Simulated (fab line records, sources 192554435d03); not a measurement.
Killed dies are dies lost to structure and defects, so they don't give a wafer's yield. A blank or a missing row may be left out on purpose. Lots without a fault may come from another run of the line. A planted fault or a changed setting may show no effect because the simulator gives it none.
Which tool did it? | flow n5_finfet | 8 lots, 24 wafers sampled, at 6 steps of a route of 1938

WHAT THE GAUGES READ, wafer by wafer
N5_BEOL_M4_OVL_MEAS_29. Usual: V3_OVL 0.7 nm, standard deviation 0.67.
lot  | measured     | on         | V3_OVL (nm)    | flag
L273 | day 8 06:57  | overlay-01 | 0.8 1.4 0.8    |
L276 | day 8 17:14  | overlay-02 | -0.6 0.2 0.1   |
L277 | day 8 20:57  | overlay-02 | 1.0 0.9 0.5    |
L281 | day 10 20:41 | overlay-01 | 11.7 11.9 11.3 | OFF
L285 | day 11 12:18 | overlay-01 | 11.3 11.1 12.3 | OFF
L287 | day 12 01:06 | overlay-02 | 0.9 0.3 1.6    |
L293 | day 13 14:40 | overlay-02 | 0.4 -0.1 0.9   |
L295 | day 14 01:50 | overlay-01 | 0.0 -0.1 0.5   |

N5_BEOL_M4_RC_MEAS_101. Usual: DIBL_N 35.9 mV/V, standard deviation 1.3; DIBL_P 35.9 mV/V, standard deviation 1.5; IOFF_N 0.152 nA/um, standard deviation 0.023; IOFF_P 0.204 nA/um, standard deviation 0.027; ION_N 673 uA/um, standard deviation 9.2; ION_P 462 uA/um, standard deviation 6.7; SS_N 71.4 mV/dec, standard deviation 0.48; SS_P 73.2 mV/dec, standard deviation 0.55; VT_N 250.3 mV, standard deviation 2.6; VT_P -250.6 mV, standard deviation 3.
lot  | measured     | on        | DIBL_N (mV/V)  | DIBL_P (mV/V)  | IOFF_N (nA/um)    | IOFF_P (nA/um)    | ION_N (uA/um) | ION_P (uA/um) | SS_N (mV/dec)  | SS_P (mV/dec)  | VT_N (mV)         | VT_P (mV)            | flag
L273 | day 8 18:44  | prober-01 | 35.9 35.3 34.9 | 36.2 35.8 36.1 | 0.177 0.163 0.159 | 0.208 0.198 0.204 | 682 679 676   | 458 459 464   | 71.3 71.8 70.8 | 73.9 73.7 73.1 | 246.9 248.9 248.7 | -250.4 -251.5 -252.7 |
L276 | day 9 21:12  | prober-01 | 36.6 35.3 37.3 | 36.6 34.7 38.1 | 0.135 0.122 0.162 | 0.175 0.159 0.214 | 670 676 685   | 456 453 469   | 71.2 70.6 71.8 | 72.8 72.6 73.6 | 253.0 253.1 251.9 | -253.4 -254.0 -250.3 |
L277 | day 9 16:45  | prober-01 | 36.4 37.3 35.5 | 35.8 37.5 35.5 | 0.154 0.167 0.135 | 0.200 0.220 0.189 | 679 662 666   | 463 460 463   | 72.0 71.9 71.7 | 73.5 74.8 72.9 | 249.3 248.3 249.8 | -250.5 -250.0 -253.4 |
L281 | day 12 03:04 | prober-02 | 35.7 35.0 35.9 | 35.5 35.2 36.2 | 0.134 0.127 0.143 | 0.188 0.198 0.209 | 669 665 681   | 455 460 461   | 71.1 70.7 71.7 | 72.7 72.8 73.8 | 249.5 251.2 248.9 | -249.6 -248.8 -248.1 |
L285 | day 12 10:53 | prober-02 | 36.3 36.9 38.0 | 33.9 34.5 36.4 | 0.147 0.148 0.184 | 0.227 0.227 0.275 | 669 678 692   | 472 467 477   | 71.5 71.1 71.6 | 72.4 73.4 73.6 | 248.6 251.3 247.6 | -244.2 -247.5 -243.5 |
L287 | day 12 14:05 | prober-02 | 37.4 39.0 36.4 | 34.7 36.7 33.5 | 0.139 0.163 0.121 | 0.161 0.193 0.149 | 679 689 669   | 457 463 452   | 71.0 71.4 71.3 | 72.6 73.7 72.6 | 251.0 248.7 252.4 | -255.2 -253.3 -252.7 |
L293 | day 14 01:35 | prober-02 | 35.1 35.0 35.1 | 35.8 36.8 36.6 | 0.128 0.132 0.138 | 0.167 0.175 0.171 | 669 668 672   | 455 454 456   | 71.1 71.7 71.8 | 73.3 73.4 73.2 | 255.3 253.2 252.9 | -254.2 -253.3 -257.5 |
L295 | day 14 22:47 | prober-02 | 35.3 35.2 35.9 | 34.3 34.4 35.3 | 0.134 0.130 0.146 | 0.219 0.216 0.240 | 657 667 678   | 466 471 477   | 71.6 71.4 71.1 | 73.2 72.1 73.7 | 252.8 249.9 251.0 | -247.0 -247.9 -244.7 |

WHICH TOOL RAN EACH LOT (tool, then ch and the chambers of the sampled wafers, then the start)
lot  | N5_BEOL_M4_ETCH_74                 | N5_BEOL_M4_EXPOSE_25              | N5_BEOL_M4_ETCHBACK_99             | N5_BEOL_M4_ETCH_70
L273 | rie_diel-02 ch 0,2, day 8 06:07    | euv_scanner-01 ch 0, day 8 06:46  | rie_diel-02 ch 1,2, day 8 13:29    | rie_diel-02 ch 1,2, day 8 13:31
L276 | rie_diel-02 ch 2,3, day 8 16:20    | euv_scanner-02 ch 0, day 8 17:03  | rie_diel-05 ch 1,2, day 9 16:02    | rie_diel-05 ch 1,2, day 9 16:04
L277 | rie_diel-05 ch 0,3, day 8 20:04    | euv_scanner-01 ch 0, day 8 20:47  | rie_diel-02 ch 1,3, day 9 11:26    | rie_diel-02 ch 1,3, day 9 11:28
L281 | rie_diel-05 ch 0,1,2, day 10 19:48 | euv_scanner-01 ch 0, day 10 20:30 | rie_diel-02 ch 0,1, day 11 22:33   | rie_diel-02 ch 0,1, day 11 22:35
L285 | rie_diel-05 ch 1,2, day 11 11:22   | euv_scanner-01 ch 0, day 11 12:07 | rie_diel-04 ch 1,2,3, day 12 06:27 | rie_diel-04 ch 1,2,3, day 12 06:29
L287 | rie_diel-05 ch 0,2, day 12 00:14   | euv_scanner-02 ch 0, day 12 00:55 | rie_diel-04 ch 0,2, day 12 09:44   | rie_diel-04 ch 0,2, day 12 09:47
L293 | rie_diel-04 ch 0,1,3, day 13 13:43 | euv_scanner-02 ch 0, day 13 14:29 | rie_diel-02 ch 2,3, day 13 20:47   | rie_diel-02 ch 2,3, day 13 20:49
L295 | rie_diel-02 ch 1,2,3, day 14 01:05 | euv_scanner-02 ch 0, day 14 01:40 | rie_diel-05 ch 0,2,3, day 14 17:12 | rie_diel-05 ch 0,2,3, day 14 17:14
- N5_BEOL_M4_ETCH_74: etches underlayer in N2/H2, target depth 6.5 nm, time 5.2 s.
- N5_BEOL_M4_EXPOSE_25: exposes mask V3, defocus 5 nm.
- N5_BEOL_M4_ETCHBACK_99: etches SiO2 in CHF3, target depth 5 nm, time 10.4 s.
- N5_BEOL_M4_ETCH_70: etches SOC in N2/H2, target depth 80 nm, overetch 24 nm, time 130 s.

WHAT THE TOOLS THEMSELVES READ (means of the sampled wafers that have a number; where no wafer has one, the mark that the record gives instead)
N5_BEOL_M4_ETCH_74. Usual: bias_w 150.0 W, standard deviation 0.45; drypump_motor_current_A 5.8 A, standard deviation 0.37; etch_rf_on_time_s 5.19 s, standard deviation 0.07; h2_flow_sccm 200.0 sccm, standard deviation 0.62; oes_product_au 0.68 a.u., standard deviation 0.069; rf_vpp_V 525 V, standard deviation 3.8; showerhead_plenum_p_Torr 2.58 Torr, standard deviation 0.12; throttle_valve_pct 17.81 %, standard deviation 0.17.
lot  | tool        | bias_w (W) | drypump_motor_current_A (A) | etch_rf_on_time_s (s) | h2_flow_sccm (sccm) | oes_product_au (a.u.) | rf_vpp_V (V) | showerhead_plenum_p_Torr (Torr) | throttle_valve_pct (%) | flag
L273 | rie_diel-02 | 149.3      | 5.7                         | 5.19                  | 199.6               | 0.67                  | 526          | 2.64                            | 17.77                  |
L276 | rie_diel-02 | 149.7      | 6.1                         | 5.28                  | 199.6               | 0.60                  | 526          | 2.60                            | 17.90                  |
L277 | rie_diel-05 | 150.3      | 5.8                         | 5.19                  | 200.0               | 0.63                  | 526          | 2.63                            | 17.84                  |
L281 | rie_diel-05 | 150.2      | 5.6                         | 5.24                  | 200.7               | 0.67                  | 523          | 2.56                            | 17.83                  |
L285 | rie_diel-05 | 150.2      | 5.7                         | 5.15                  | 200.1               | 0.70                  | 525          | 2.58                            | 17.82                  |
L287 | rie_diel-05 | 150.3      | 5.7                         | 5.19                  | 200.3               | 0.70                  | 529          | 2.68                            | 17.71                  |
L293 | rie_diel-04 | 150.0      | 6.2                         | 5.09                  | 200.0               | 0.72                  | 528          | 2.63                            | 17.64                  |
L295 | rie_diel-02 | 149.7      | 5.9                         | 5.25                  | 200.2               | 0.67                  | 526          | 2.59                            | 17.81                  |

N5_BEOL_M4_ETCHBACK_99. Usual: CHF3_flow_sccm 12.00 sccm, standard deviation 0.037; bias_w 47.00 W, standard deviation 0.13; drypump_motor_current_A 5.9 A, standard deviation 0.37; oes_product_au 0.79 a.u., standard deviation 0.079; rf_vpp_V 241.6 V, standard deviation 1.9; showerhead_plenum_p_Torr 2.18 Torr, standard deviation 0.1; throttle_valve_pct 17.00 %, standard deviation 0.16.
lot  | tool        | CHF3_flow_sccm (sccm) | bias_w (W) | drypump_motor_current_A (A) | oes_product_au (a.u.) | rf_vpp_V (V) | showerhead_plenum_p_Torr (Torr) | throttle_valve_pct (%) | flag
L273 | rie_diel-02 | 12.00                 | 46.90      | 6.1                         | 0.72                  | 243.1        | 2.17                            | 17.17                  |
L276 | rie_diel-05 | 12.01                 | 46.98      | 5.5                         | 0.80                  | 242.0        | 2.09                            | 17.13                  |
L277 | rie_diel-02 | 12.02                 | 46.85      | 5.8                         | 0.75                  | 242.2        | 2.23                            | 16.93                  |
L281 | rie_diel-02 | 12.04                 | 47.08      | 5.4                         | 0.80                  | 241.3        | 2.27                            | 16.91                  |
L285 | rie_diel-04 | 11.97                 | 46.96      | 6.1                         | 0.74                  | 239.1        | 2.08                            | 17.10                  |
L287 | rie_diel-04 | 11.98                 | 47.04      | 6.2                         | 0.83                  | 241.1        | 2.14                            | 17.11                  |
L293 | rie_diel-02 | 11.97                 | 46.93      | 6.1                         | 0.77                  | 240.7        | 2.17                            | 16.91                  |
L295 | rie_diel-05 | 12.00                 | 46.93      | 5.9                         | 0.81                  | 242.1        | 2.23                            | 16.97                  |

N5_BEOL_M4_ETCH_70. Usual: bias_w 150.0 W, standard deviation 0.47; drypump_motor_current_A 5.9 A, standard deviation 0.37; h2_flow_sccm 200.0 sccm, standard deviation 0.67; oes_product_au 0.58 a.u., standard deviation 0.055; rf_vpp_V 525 V, standard deviation 3.3; showerhead_plenum_p_Torr 2.58 Torr, standard deviation 0.12; throttle_valve_pct 17.77 %, standard deviation 0.16.
lot  | tool        | bias_w (W) | drypump_motor_current_A (A) | h2_flow_sccm (sccm) | oes_product_au (a.u.) | rf_vpp_V (V) | showerhead_plenum_p_Torr (Torr) | throttle_valve_pct (%) | flag
L273 | rie_diel-02 | 150.4      | 6.1                         | 199.9               | 0.53                  | 524          | 2.57                            | 17.96                  |
L276 | rie_diel-05 | 150.0      | 5.5                         | 200.0               | 0.59                  | 522          | 2.46                            | 17.88                  |
L277 | rie_diel-02 | 150.1      | 5.8                         | 199.4               | 0.55                  | 526          | 2.64                            | 17.72                  |
L281 | rie_diel-02 | 150.3      | 5.4                         | 199.4               | 0.59                  | 529          | 2.68                            | 17.64                  |
L285 | rie_diel-04 | 150.0      | 6.1                         | 200.2               | 0.55                  | 521          | 2.45                            | 17.86                  |
L287 | rie_diel-04 | 150.0      | 6.2                         | 200.0               | 0.61                  | 523          | 2.53                            | 17.87                  |
L293 | rie_diel-02 | 150.1      | 6.1                         | 200.1               | 0.57                  | 525          | 2.58                            | 17.79                  |
L295 | rie_diel-05 | 149.9      | 5.9                         | 200.4               | 0.59                  | 526          | 2.64                            | 17.72                  |

THE ANSWER, worked out from the rows above alone
Rule: a lot is off if the mean of its wafers that have a number lies more than 3 standard deviations from the usual mean. A lot without any number at a reading at which 4 lots or more have one is off too. The other lots that the step has rows for count as sound. The gauges are gone through in route order, then the tools' own readings, and for those a lot's mean is taken as printed above. The first step at which some lot is off is used, and at that step the reading that is off furthest; a lot without a number counts as furthest.
Off: L281, L285, at N5_BEOL_M4_OVL_MEAS_29 (V3_OVL).
A tool fits if, at a process step before that reading, it ran every lot that is off, and no sound lot after the first of them. The gauges at N5_BEOL_M4_OVL_MEAS_29 are tried like those tools. One fits: euv_scanner-01 at N5_BEOL_M4_EXPOSE_25. Its last sound lot is L277 (day 8 20:47), its first lot that is off L281 (day 10 20:30): a fault that began between those two fits.

WHAT THE SIMULATOR HAD PUT IN
Scanner matching overlay: euv_scanner-01, from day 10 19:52 on, at N5_BEOL_M4_EXPOSE_25. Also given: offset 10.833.
Lots struck among those shown: L281, L285. The rule above found the same.
